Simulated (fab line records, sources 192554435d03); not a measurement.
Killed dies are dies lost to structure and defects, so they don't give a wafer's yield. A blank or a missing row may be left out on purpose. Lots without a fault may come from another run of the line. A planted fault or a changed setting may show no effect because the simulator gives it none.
A struck lot beside a sound one | flow n5_finfet | 20 steps out of a route of 1938
Sound: wafers L928.1, L928.4, L928.5. Struck: wafers L934.1, L934.2, L934.5. The cause comes at the end.
At each step with rows: each side's tool, then ch and its chambers, then its first start. Under that, the readings that differ: sound wafers | struck wafers | difference of the means | sigmas: that difference in standard deviations of wafers without a fault.
alike: readings whose means differ by less than 2 such deviations, and words and numbers that are the same on both sides. not compared: withheld readings, readings that some wafer has no value for, bounds like >300 that may hide the same value, and numbers for which the record gives no deviation and whose values overlap.
The two part at a step that has a row with sigmas, a row that says differs or no value, or rows on one side only. Numbers that don't overlap but have no deviation are shown without sigmas and don't part them. A reading that every wafer of one side lacks parts them only if that side has two wafers or more.

first, 9 steps without rows for these wafers: N5_BEOL_M15_DESCUM_15 (chemistry O2, time 7.9 s); N5_BEOL_M15_ETCH_59 (etches BARC in N2/H2, target depth 89 nm, overetch 26.7 nm, time 67.9 s); N5_BEOL_M15_VIA_ETCH_16 (etches SiO2 in C4F8/O2/Ar, target depth 1792.2 nm); N5_BEOL_M15_STRIP_63 (strips in O2); N5_BEOL_M15_STRIP_64 (strips in O2); N5_BEOL_M15_STRIP_65 (strips in post etch residue remover, time 60 s); N5_BEOL_M15_SRD_66 (time 30 s, dry time 30 s); N5_BEOL_M15_COAT_56 (time 60 s, resist thk 550 nm); N5_BEOL_M15_ETCH_57 (etches SOC in N2/H2, time 750 s).
N5_BEOL_M15_COAT_60: time 60 s, resist thk 89 nm.
  sound on litho_track-04 ch 0, day 12 15:52; struck on litho_track-04 ch 0, day 14 15:01
  reading                                    | sound                | struck               | difference | sigmas
  spin_speed_rpm (rpm)                       | 1500.4 1500.0 1499.6 | 1212.7 1210.2 1213.0 | -288.0     | -99 or more
  model.BARC_of_BEOL_M15_COAT_60.thk_nm (nm) | 88.8 89 88.8         | 99.2 99.4 99.2       | +10.4      |
  alike: heater_power_total_W
then, 8 steps without rows for these wafers: N5_BEOL_M15_COAT_22 (resist thk 800 nm); N5_BEOL_M15_EBR_24; N5_BEOL_M15_SOFTBAKE_23 (time 60 s); N5_BEOL_M15_EXPOSE_25 (exposes mask M15, target cd 400 nm); N5_BEOL_M15_PEB_26 (peb time 90 s); N5_BEOL_M15_DEVELOP_27 (develop time 45 s); N5_BEOL_M15_HARDBAKE_32 (time 120 s); N5_BEOL_M15_DESCUM_33 (chemistry O2, time 7.9 s).
N5_BEOL_M15_ETCH_61: etches BARC in N2/H2, target depth 89 nm, overetch 26.7 nm, time 67.9 s.
  sound on rie_diel-02 ch 0,1,2, day 12 18:26; struck on rie_diel-06 ch 0,1,2, day 14 15:25
  reading                  | sound            | struck           | difference | sigmas
  model.etch.depth_nm (nm) | 88.81 88.9 88.88 | 99.26 99.4 99.25 | +10.44     |
  alike: drypump_motor_current_A, oes_product_au, rf_vpp_V, showerhead_plenum_p_Torr, throttle_valve_pct
  not compared: rf_hours_counter_h
then, 1 step without rows for these wafers: N5_BEOL_M15_TRENCH_ETCH_34 (etches SiO2 in C4F8/O2/Ar, target depth 872.93 nm, time 199 s).

WHERE THEY PART
Only at N5_BEOL_M15_COAT_60, within this record. Later steps at which nothing parts them and some readings are alike: N5_BEOL_M15_ETCH_61.

WHY: what the simulator had put in
Process parameter drift: litho_track-04, from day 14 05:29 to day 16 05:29, at N5_BEOL_M15_COAT_60. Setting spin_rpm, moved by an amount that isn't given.
